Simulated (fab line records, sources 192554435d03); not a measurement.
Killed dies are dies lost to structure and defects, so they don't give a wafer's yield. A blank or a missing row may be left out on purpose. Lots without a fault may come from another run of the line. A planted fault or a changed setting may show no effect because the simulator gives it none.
Chamber matching | flow n5_finfet | N5_PASSIVATION_PECVD_55 on pecvd-01: 3 sister chambers
The step deposits SiO2 from SiH4/N2O, target thk 400 nm, time 22.5 s. 6 wafers are shown with their chamber, then 9 later ones without.

WAFERS WITH THEIR CHAMBER
wafer  | chamber | throttle_valve_pct (%) | showerhead_plenum_p_Torr (Torr)
L086.1 | 0       | 50.8                   | 8.09
L086.2 | 1       | 53.9                   | 8.02
L086.4 | 0       | 50.9                   | 8.10
L088.3 | 1       | 53.8                   | 8.06
L088.4 | 2       | 50.9                   | 8.18
L088.5 | 2       | 50.6                   | 8.19

WAFERS WITHOUT THEIR CHAMBER
wafer  | throttle_valve_pct (%) | showerhead_plenum_p_Torr (Torr)
L092.1 | 50.9                   | 8.18
L092.2 | 54.1                   | 8.06
L092.5 | 50.7                   | 8.19
L096.3 | 50.8                   | 8.11
L096.5 | 51.1                   | 8.18
L096.6 | 50.9                   | 8.10
L097.1 | 51.1                   | 8.19
L097.2 | 50.9                   | 8.09
L097.5 | 51.1                   | 8.08

WHICH CHAMBER EACH WENT THROUGH
wafer  | from the rows above | in truth
L092.1 | 2                   | 2
L092.2 | 1                   | 1
L092.5 | 2                   | 2
L096.3 | 0                   | 0
L096.5 | 2                   | 2
L096.6 | 0                   | 0
L097.1 | 2                   | 2
L097.2 | 0                   | 0
L097.5 | 0                   | 0
Placed correctly: 9 of 9. Can't be placed from these rows: 0. Placed wrongly: 0.
How it was worked out, from the rows above alone: a wafer's distance from a chamber is the root of the sum, over the readings, of the square of ((its reading less the chamber's mean) divided by the reading's scatter). The wafer belongs to the nearest chamber; if the next one is less than 2 further off, it can't be placed. A chamber's mean is the mean of its shown wafers. The scatter: the root of (the sum of the squares of (reading less its chamber's mean) over the shown wafers, divided by (wafers less chambers)).
